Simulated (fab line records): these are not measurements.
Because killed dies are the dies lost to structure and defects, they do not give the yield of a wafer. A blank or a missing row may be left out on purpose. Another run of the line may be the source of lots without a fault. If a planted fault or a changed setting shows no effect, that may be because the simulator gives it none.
fab line records    flow nand-harc    part 2 of 2: steps 5 to 6 of 6
record: lots: 24  wafers: 72  last-day: 34
route steps=1302 shown A_STAIRCASE@830
lots that met no fault: from a run of the same line without faults
start-h: start of the lot's first displayed wafer, in hours after the record's first day    wait-h: hours from the lot's prior step to this one    " the same as in the row above    L1.1+2: several wafers, shown together as one row    - no value, or no start given    * or withheld: withheld    < > ~ a bound
route shown NAME@n: names a module that has steps shown in the file, with the first one's number in the route    usual: the fault-free wafers' mean and standard deviation    same: alike in all rows    chamber/n: place in a boat    sites: readings site by site    _std_site: the standard deviation of these    _edge_site: inner sites' mean taken away from outer sites' mean    radius-mm: how far each site lies from the wafer's centre    mask NAME#n: copy n    behind: the last tool/chamber to shape the wafer    hold: why the lot was held/for how many hours/how that ended    device: which transistor (n, p or np) failed to switch    end of line: tests run on the same wafers once the route is complete    a step without rows: its recipe alone    killed: the dies lost at the first sort to structure and to defects; this is not the yield of the wafer    map: shows each die of a wafer: x if killed, . if not, _ if none is there
set.NAME: the setting the step ran with; set.NAME@STEP: the setting that earlier step ran with    model.NAME: the simulator's own value behind a step, which no gauge read
route steps across a sampled set of lots; one table per step, one row per wafer
services: when a tool's chamber went out of use (start-h, in hours from the record's first day, below 0 if earlier), for how many hours, and the reason
== steps ==
step: NHARC_A_STAIRCASE_DEP_417
recipe: target-thk-a: 600  step-coverage-pct: 20  temp-c: 400  target-thk-nm: 60  flow-sccm: 200  rf-w: 450  material: Si3N4
usual: heater-power-w: 746/120  rf-fwd-power-W: 448.9/1.4  showerhead-vpp-V: 1318/54
lot.wafer  tool      chamber  start-h  wait-h  heater-power-w  rf-fwd-power-W  showerhead-vpp-V
L074.2     pecvd-02  1        402.59   -       610             448.9           1251
L074.3     "         2        "        "       833             451.2           1304
L074.5     "         2        "        "       823             448.9           1289
L075.1     pecvd-04  0        404.82   -       800             448.9           1429
L075.4     "         2        "        "       535             448.6           1350
L075.6     "         0        "        "       806             448.5           1390
L076.2     pecvd-02  2        407.75   -       800             449.2           1283
L076.1     "         0        "        "       1024            449.8           1324
L076.4     "         2        "        "       817             450.4           1301
L078.1     pecvd-02  0        444.43   -       1001            449.4           1318
L078.3     "         1        "        "       650             449.6           1246
L078.5     "         1        "        "       633             447.1           1273
L080.3     pecvd-02  1        451.03   -       662             446.8           1233
L080.1     "         2        "        "       798             449.1           1299
L080.2     "         0        "        "       964             449.3           1328
L079.1     pecvd-01  0        452.72   -       662             447.3           1293
L079.2     "         1        "        "       823             448.6           1256
L079.4     "         1        "        "       660             449.2           1270
L077.3     pecvd-01  2        458.91   -       864             448.0           1387
L077.2     "         0        "        "       638             448.5           1285
L077.4     "         0        "        "       650             447.9           1269
L082.1     pecvd-02  0        461.35   -       946             447.7           1316
L082.4     "         1        "        "       624             450.8           1255
L082.5     "         1        "        "       633             446.0           1260
L081.3     pecvd-01  0        466.15   -       623             448.1           1255
L081.4     "         1        "        "       790             448.3           1266
L081.5     "         2        "        "       837             448.8           1378
L083.2     pecvd-02  1        494.76   -       652             449.2           1245
L083.3     "         0        "        "       831             446.7           1312
L083.5     "         1        "        "       662             448.7           1251
L086.1     pecvd-02  1        496.39   -       659             448.3           1283
L086.3     "         0        "        "       852             449.5           1316
L086.4     "         2        "        "       828             451.2           1318
L084.1     pecvd-04  1        500.30   -       671             451.6           1329
L084.2     "         2        "        "       621             448.4           1369
L084.4     "         2        "        "       628             450.2           1374
L085.1     pecvd-04  0        500.66   -       836             448.7           1437
L085.4     "         1        "        "       642             450.4           1290
L085.6     "         0        "        "       831             448.7           1424
L087.1     pecvd-01  0        532.49   -       627             446.0           1292
L087.3     "         1        "        "       741             450.5           1274
L087.5     "         0        "        "       645             449.4           1286
L088.4     pecvd-01  2        540.17   -       922             450.3           1379
L088.5     "         0        "        "       625             448.7           1286
L088.6     "         1        "        "       821             449.1           1236
L089.1     pecvd-04  1        542.49   -       620             448.6           1327
L089.5     "         0        "        "       810             452.5           1409
L089.4     "         1        "        "       617             448.5           1314
L091.2     pecvd-02  0        549.52   -       880             449.7           1317
L091.4     "         2        "        "       795             450.8           1319
L091.5     "         0        "        "       886             450.6           1342
L090.2     pecvd-04  2        560.45   -       686             446.2           1394
L090.5     "         1        "        "       661             449.1           1340
L090.4     "         2        "        "       677             448.1           1355
L092.2     pecvd-02  1        577.90   -       697             446.4           1247
L092.5     "         1        "        "       673             447.8           1262
L092.6     "         2        "        "       687             447.5           1323
L093.6     pecvd-01  0        595.44   -       631             448.3           1309
L093.4     "         1        "        "       817             449.7           1263
L093.5     "         2        "        "       881             450.6           1381
L094.2     pecvd-02  2        609.46   -       756             448.7           1318
L094.4     "         2        "        "       738             446.8           1274
L094.3     "         1        "        "       659             448.9           1260
L096.3     pecvd-04  2        618.36   -       671             451.0           1375
L096.1     "         0        "        "       825             449.2           1436
L096.2     "         1        "        "       598             448.9           1317
L095.1     pecvd-04  1        622.31   -       554             447.3           1303
L095.2     "         2        "        "       639             447.4           1364
L095.5     "         0        "        "       822             447.4           1424
L097.3     pecvd-02  2        637.69   -       751             450.0           1318
L097.6     "         0        "        "       965             448.2           1318
L097.5     "         1        "        "       604             448.4           1263
step: NHARC_A_STAIRCASE_STRIP_446
recipe: power-w: 1500  temp-c: 250  chemistry: O2
usual: drypump-motor-current-A: 5.6/0.34  heater-power-w: 335/13
lot.wafer  tool             chamber  start-h  wait-h  drypump-motor-current-A  heater-power-w  rf-hours-counter-h
L074.2     plasma-asher-02  1        442.63   0.1     6.1                      342             2
L074.3     "                0        "        "       5.4                      341             -
L074.5     "                1        "        "       6.1                      342             -
L076.2     plasma-asher-01  1        452.04   0.0     5.2                      335             21
L076.1     "                0        "        "       5.8                      323             21
L076.4     "                1        "        "       5.2                      332             -
L075.1     plasma-asher-02  0        452.28   0.1     5.4                      344             3
L075.4     "                0        "        "       5.4                      349             -
L075.6     "                1        "        "       6.1                      331             -
L078.1     plasma-asher-01  0        485.12   0.0     5.8                      320             29
L078.3     "                1        "        "       5.2                      335             -
L078.5     "                0        "        "       5.8                      320             -
L079.2     plasma-asher-02  0        492.58   0.0     5.4                      337             11
L079.1     "                1        "        "       6.1                      345             11
L079.4     "                1        "        "       6.1                      349             -
L080.1     plasma-asher-01  0        492.77   0.0     5.9                      319             30
L080.2     "                1        "        "       5.2                      322             30
L080.3     "                1        "        "       5.2                      335             -
L082.1     plasma-asher-01  1        501.72   0.0     5.2                      336             32
L082.4     "                1        "        "       5.2                      335             -
L082.5     "                0        "        "       5.8                      323             -
L077.2     plasma-asher-02  0        501.98   0.1     5.4                      344             13
L077.4     "                1        "        "       6.1                      340             -
L077.3     "                0        "        "       5.5                      341             -
L081.3     plasma-asher-02  1        508.08   0.1     6.1                      337             -
L081.4     "                0        "        "       5.4                      339             -
L081.5     "                1        "        "       6.1                      337             -
L083.2     plasma-asher-01  1        535.53   0.0     5.2                      346             1
L083.3     "                0        "        "       5.8                      314             -
L083.5     "                1        "        "       5.2                      338             -
L086.1     plasma-asher-02  1        535.61   0.1     6.1                      341             22
L086.3     "                0        "        "       5.4                      343             -
L086.4     "                1        "        "       6.1                      335             -
L084.1     plasma-asher-02  1        540.95   0.0     6.1                      340             23
L084.2     "                0        "        "       5.4                      340             23
L084.4     "                1        "        "       6.1                      355             -
L085.1     plasma-asher-02  0        543.85   0.1     5.4                      333             24
L085.4     "                0        "        "       5.4                      341             -
L085.6     "                1        "        "       6.1                      335             -
L087.1     plasma-asher-02  0        571.22   0.1     5.4                      353             27
L087.3     "                0        "        "       5.4                      340             -
L087.5     "                1        "        "       6.1                      338             -
L089.1     plasma-asher-01  0        584.44   0.2     5.9                      305             9
L089.4     "                0        "        "       5.8                      311             -
L089.5     "                0        "        "       5.8                      316             -
L088.4     plasma-asher-02  1        584.71   0.4     6.1                      338             -
L088.6     "                0        "        "       5.4                      348             -
L088.5     "                1        "        "       6.1                      343             -
L091.2     plasma-asher-02  1        591.48   0.1     6.1                      339             32
L091.4     "                0        "        "       5.4                      337             -
L091.5     "                1        "        "       6.1                      348             -
L090.2     plasma-asher-01  1        607.52   2.7     5.2                      337             14
L090.4     "                0        "        "       5.8                      317             -
L090.5     "                0        "        "       5.8                      304             -
L092.2     plasma-asher-01  0        618.04   0.0     5.9                      310             16
L092.6     "                0        "        "       5.9                      309             -
L092.5     "                1        "        "       5.2                      338             -
L093.4     plasma-asher-01  1        636.46   0.2     5.2                      349             -
L093.5     "                0        "        "       5.8                      311             -
L093.6     "                1        "        "       5.2                      344             -
L094.2     plasma-asher-01  1        650.21   0.2     5.2                      339             24
L094.3     "                0        "        "       5.8                      312             -
L094.4     "                1        "        "       5.2                      353             -
L096.2     plasma-asher-01  0        660.83   0.0     5.9                      310             26
L096.1     "                1        "        "       5.2                      351             26
L096.3     "                1        "        "       5.2                      342             -
L095.1     plasma-asher-02  1        661.59   0.0     6.1                      332             12
L095.2     "                0        "        "       5.4                      331             12
L095.5     "                1        "        "       6.1                      348             -
L097.3     plasma-asher-02  1        680.15   0.2     6.1                      344             -
L097.6     "                0        "        "       5.4                      336             -
L097.5     "                1        "        "       6.1                      338             -
== services ==
tool             chamber  start-h  hours  kind
rie-diel-09      0        374.58   1.4    repair
rie-diel-04      2        374.58   1.4    repair
pecvd-02         -        376.41   2.5    repair
rie-diel-01      -        380.98   9.0    pm
rie-diel-04      3        384.01   14.6   repair
pecvd-02         -        408.59   13.0   pm
rie-diel-01      3        409.01   15.4   repair
rie-diel-01      2        411.48   2.7    repair
plasma-asher-02  -        426.33   9.0    pm
rie-diel-04      -        457.47   0.5    repair
pecvd-02         2        460.94   18.1   repair
pecvd-02         2        482.89   11.0   repair
rie-diel-09      -        498.49   9.0    pm
pecvd-02         0        517.60   13.8   repair
rie-diel-04      -        533.12   9.0    pm
rie-diel-01      3        541.46   4.9    repair
rie-diel-01      -        557.98   9.0    pm
rie-diel-04      1        560.84   20.0   repair
rie-diel-04      2        587.25   2.7    repair
plasma-asher-02  -        603.33   9.0    pm
plasma-asher-02  -        612.34   2.1    repair
rie-diel-04      2        649.50   6.8    repair
plasma-asher-02  -        668.92   0.6    repair
rie-diel-09      -        675.49   9.0    pm
